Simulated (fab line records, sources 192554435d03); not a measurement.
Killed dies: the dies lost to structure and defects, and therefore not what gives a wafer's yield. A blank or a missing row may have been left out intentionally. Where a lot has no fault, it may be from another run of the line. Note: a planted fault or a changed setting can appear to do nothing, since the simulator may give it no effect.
A lot that was struck, set against a sound lot / flow n5-finfet / 19 steps out of a route of 1938
Sound: wafers L259.2, L259.4, L259.6. Struck: wafer L278.1. (L278.3 of the same lot was not struck and is left out.) The cause comes at the end.
For every step that has rows: the tool of each side, followed by ch and its chambers, followed by its first start. Under that, the readings that differ: sound wafers / struck wafers / difference of the means / sigmas: that difference in standard deviations of wafers without a fault.
alike: a reading whose means differ by less than 2 such deviations, as well as words and numbers matching on both sides. not compared: withheld readings; readings where some wafer has no value; bounds like >300 that might hide an equal value; numbers whose values overlap and for which the record gives no deviation.
Wherever a step has rows on one side only, a row that says differs or no value, or a row with sigmas, the two part there. Numbers that don't overlap but have no deviation are shown without sigmas and don't part them. A reading that every wafer of one side lacks parts them only if that side has two wafers or more.

first, 9 steps without rows for these wafers: N5_GATE_CUT_COAT_07 (resist thk 30 nm); N5_GATE_CUT_EBR_09; N5_GATE_CUT_SOFTBAKE_08 (time 60 s); N5_GATE_CUT_EXPOSE_10 (exposes mask GATE CUT, target cd 20 nm); N5_GATE_CUT_PEB_11 (peb time 60 s); N5_GATE_CUT_DEVELOP_12 (develop time 30 s); N5_GATE_CUT_DESCUM_18 (chemistry O2, time 7 s); N5_GATE_CUT_ETCH_28 (etches underlayer in N2/H2, target depth 13 nm, time 10.4 s); N5_GATE_CUT_ETCH_36 (etches SiARC in CF4, target depth 13 nm, time 21.7 s).
N5_GATE_CUT_ETCH_37: etches SOC in N2/H2, target depth 60 nm, overetch 12 nm, time 90 s.
  sound on rie-diel-05 ch 1,3, day 5 01:22; struck on rie-diel-05 ch 2, day 9 17:30
reading=model.etch.depth-nm (nm); sound=60.09 60.08 59.98; struck=46.05; difference=-14.00; sigmas=
reading=model.SiARC_of_GATE_CUT_COAT_35.thk-nm (nm); sound=6 6.2 6.2; struck=7.4; difference=+1.3; sigmas=
reading=model.GATE_CUT.cd-nm (nm); sound=20 20 20; struck=19.2; difference=-0.8; sigmas=
  alike: drypump-motor-current-A, h2-flow-sccm, oes-product-au, rf-vpp-V, showerhead-plenum-p-Torr, throttle-valve-pct
  not compared: rf-hours-counter-h
then, 5 steps without rows for these wafers: N5_GATE_CUT_STRIP_38 (strips in N2/H2); N5_GATE_CUT_STRIP_39 (strips in N2/H2); N5_GATE_CUT_HM_OPEN_40 (chemistry C4F6/O2, target SiO2, target depth 139 nm, time 85.1 s); N5_GATE_CUT_STRIP_41 (strips in CF4); N5_GATE_CUT_STRIP_42 (strips in O2).
N5_GATE_CUT_ETCH_19: etches SiNx in CH3F/O2, target depth 53.7 nm, time 76.7 s.
  sound on rie-diel-05 ch 1,3, day 5 01:35; struck on rie-diel-05 ch 2, day 9 17:42
reading=etch-rf-on-time-s (s); sound=74.6 78.9 79.1; struck=191.7; difference=+114.2; sigmas=+71
reading=oes-product-au (a.u.); sound=0.61 0.61 0.60; struck=0.34; difference=-0.27; sigmas=-3
reading=model.GATE_CUT.cd-nm (nm); sound=20.2 20 20; struck=19.2; difference=-0.9; sigmas=
  alike: drypump-motor-current-A, rf-vpp-V, showerhead-plenum-p-Torr, throttle-valve-pct
  not compared: rf-hours-counter-h
N5_GATE_CUT_CUT_ETCH_53: etches W in SF6/Cl2, target depth 79.2 nm.
  sound on rie-metal-03 ch 0,1, day 5 01:41; struck on rie-metal-03 ch 0, day 9 17:49
reading=etch-rf-on-time-s (s); sound=27.3 27.4 26.0; struck=34.3; difference=+7.4; sigmas=+13
reading=oes-product-au (a.u.); sound=0.69 0.69 0.87; struck=0.34; difference=-0.41; sigmas=-3
reading=throttle-valve-pct (%); sound=28.9 28.9 28.8; struck=27.3; difference=-1.6; sigmas=-5
  alike: drypump-motor-current-A
  not compared: rf-hours-counter-h
N5_GATE_CUT_CUT_ETCH_54: etches TiN in Cl2/BCl3, target depth 96.7 nm.
  sound on rie-metal-03 ch 0,1, day 5 01:45; struck on rie-metal-03 ch 0, day 9 17:52
reading=etch-rf-on-time-s (s); sound=37.6 37.6 35.9; struck=47.9; difference=+10.9; sigmas=+15
reading=oes-product-au (a.u.); sound=0.70 0.70 0.87; struck=0.34; difference=-0.42; sigmas=-3
  alike: drypump-motor-current-A, throttle-valve-pct
  not compared: rf-hours-counter-h
-- record jumps: 7 days separate the struck wafers' starts on either side; left off in module GATE_CUT, taken up again in module PASSIVATION, whose first shown step is the route's number 1936 --
N5_PASSIVATION_PROBE_49:
  struck on prober-01, day 17 02:40; sound on prober-01, day 12 23:34
reading=killed-at-front-end; sound=26 36 38; struck=1125; difference=+1092; sigmas=+99 or more
reading=killed-dies; sound=95 102 104; struck=1180; difference=+1080; sigmas=+54
reading=killed-on-rim; sound=10 16 21; struck=152; difference=+136; sigmas=+33
  alike: killed_at_M0_to_M3, killed_at_M4_up, killed-at-contacts, killed-at-other, killed-open, killed-short

## WHERE THEY PART
First at N5_GATE_CUT_ETCH_19; last, within this record, at N5_PASSIVATION_PROBE_49.

WHY: whatever the simulator had introduced
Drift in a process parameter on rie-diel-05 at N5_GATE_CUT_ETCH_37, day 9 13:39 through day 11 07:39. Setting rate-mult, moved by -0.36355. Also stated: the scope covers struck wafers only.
